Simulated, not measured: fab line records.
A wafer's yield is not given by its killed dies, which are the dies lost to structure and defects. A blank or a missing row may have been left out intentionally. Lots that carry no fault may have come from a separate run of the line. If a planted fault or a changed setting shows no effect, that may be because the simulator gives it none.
Lot-split experiment	flow n5 finfet	39 wafers read from 7 lots, route of 1938 steps

THE SPLIT ITSELF
At N5_FIN_SAQP_ETCH_69 (etches SOC in N2/H2, stops on SiNx, target depth 150 nm), the setting target depth a was moved away from the recipe's 1500 angstrom on 9 of the 39 wafers read, by -10.3% to +10.0%. This setting was run at the recipe's value on the other wafers.

The split's own step is where the reading is taken.

THE READING
SOC_of_FIN_SAQP_COAT_68.thk nm (the simulator's own value, which no gauge read), in nm, at N5_FIN_SAQP_ETCH_69 (etches SOC in N2/H2, stops on SiNx, target depth 150 nm). The file gives no usual value for it. Average 5.1 nm, standard deviation 1.8 nm, over the 30 wafers here run with the recipe.

wafer	tool, chamber at the split	target depth a as run, angstrom	against the recipe	SOC_of_FIN_SAQP_COAT_68.thk nm, nm	against lot-mates on the recipe
L074.1	rie diel-02, 0	1500	recipe	7	-
L074.2	rie diel-02, 2	1418	-5.5%	8.2	+1.0
L074.3	rie diel-02, 1,3	1418	-5.5%	11.8	+4.6
L074.4	rie diel-02, 1,3	1418	-5.5%	11.8	+4.6
L074.5	rie diel-02, 1	1500	recipe	7.8	-
L074.6	rie diel-02, 0	1500	recipe	6.8	-
L078.1	rie diel-04, 2	1500	recipe	7.2	-
L078.2	rie diel-04, 1,3,0	1650	+10.0%	0	-7.5
L078.3	rie diel-04, 1,3,0	1650	+10.0%	0	-7.5
L078.6	rie diel-04, 1,3,0	1650	+10.0%	0	-7.5
L078.4	rie diel-04, 0	1500	recipe	6.6	-
L078.5	rie diel-04, 3	1500	recipe	8.8	-
L080.1	rie diel-02, 0	1500	recipe	6	-
L080.2	rie diel-02, 2,3,3	1500	recipe	4	-
L080.3	rie diel-02, 2,3,3	1500	recipe	4	-
L080.4	rie diel-02, 2,3,3	1500	recipe	4	-
L080.5	rie diel-02, 0	1500	recipe	6.4	-
L080.6	rie diel-02, 2	1500	recipe	4.6	-
L086.1	rie diel-02, 0	1500	recipe	5	-
L086.2	rie diel-02, 1	1500	recipe	3.2	-
L086.3	rie diel-02, 2	1500	recipe	2	-
L086.4	rie diel-02, 3	1500	recipe	2.6	-
L086.5	rie diel-02, 3	1500	recipe	2.6	-
L086.6	rie diel-02, 2	1500	recipe	2.4	-
L087.1	rie diel-02, 1	1345	-10.3%	14.8	+9.5
L087.2	rie diel-02, 3,1	1345	-10.3%	14.2	+8.9
L087.5	rie diel-02, 3,1	1345	-10.3%	14.2	+8.9
L087.3	rie diel-02, 0	1500	recipe	7.4	-
L087.4	rie diel-02, 2	1500	recipe	3.6	-
L087.6	rie diel-02, 0	1500	recipe	5	-
L090.1	rie diel-05, 2,0	1500	recipe	5.6	-
L090.3	rie diel-05, 2,0	1500	recipe	5.6	-
L090.2	rie diel-05, 1	1500	recipe	7.2	-
L090.4	rie diel-05, 1	1500	recipe	7.6	-
L090.5	rie diel-05, 0	1500	recipe	5.4	-
L090.6	rie diel-05, 2	1500	recipe	4.8	-
L096.3	rie diel-02, 3	1500	recipe	3.6	-
L096.5	rie diel-02, 1	1500	recipe	4	-
L096.6	rie diel-02, 2	1500	recipe	2.8	-
Rows listing several chambers each stand for several wafers; the file does not say which wafer went through which chamber.

FIT RESULTS
A straight line over all 39 wafers: SOC_of_FIN_SAQP_COAT_68.thk nm changes by -0.738 nm for each +1% of target depth a; r = -0.86; the points scatter about the line by 1.9 nm.
The same after taking each lot's own level away (the mean of its wafers on the recipe; 39 wafers): -0.792 nm for each +1%; r = -0.95; scatter 1.1 nm.
The reading moves by 8.2 nm for the largest change in target depth a, on that fit.
Measured against the standard deviation above, the lots' own levels, which go from 2.97 to 7.53 nm, span 2.5 times it.
Hence the lot-to-lot level has little effect on the slope; both slopes agree.
Check: for one of the wafers moved furthest among these (-10.3%), held out of the fit, the line's prediction against its lot-mates is +7.96 nm. It came out at +9.47 nm against them.

OTHER SPLITS ON THESE WAFERS
These wafers also went through other splits before the reading. Each is held against what the fit with the lots' levels taken away leaves over:
other split on the same wafers	wafers away from the commonest value	r with SOC_of_FIN_SAQP_COAT_68.thk nm (lot level and that fit taken away)
N5_FIN_SAQP_ALD_61 ald cycles	12	-0.21

FILE'S OWN FIT
SOC_of_FIN_SAQP_COAT_68.thk nm changes by -0.793 nm for each +1% of target depth a, r = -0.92.
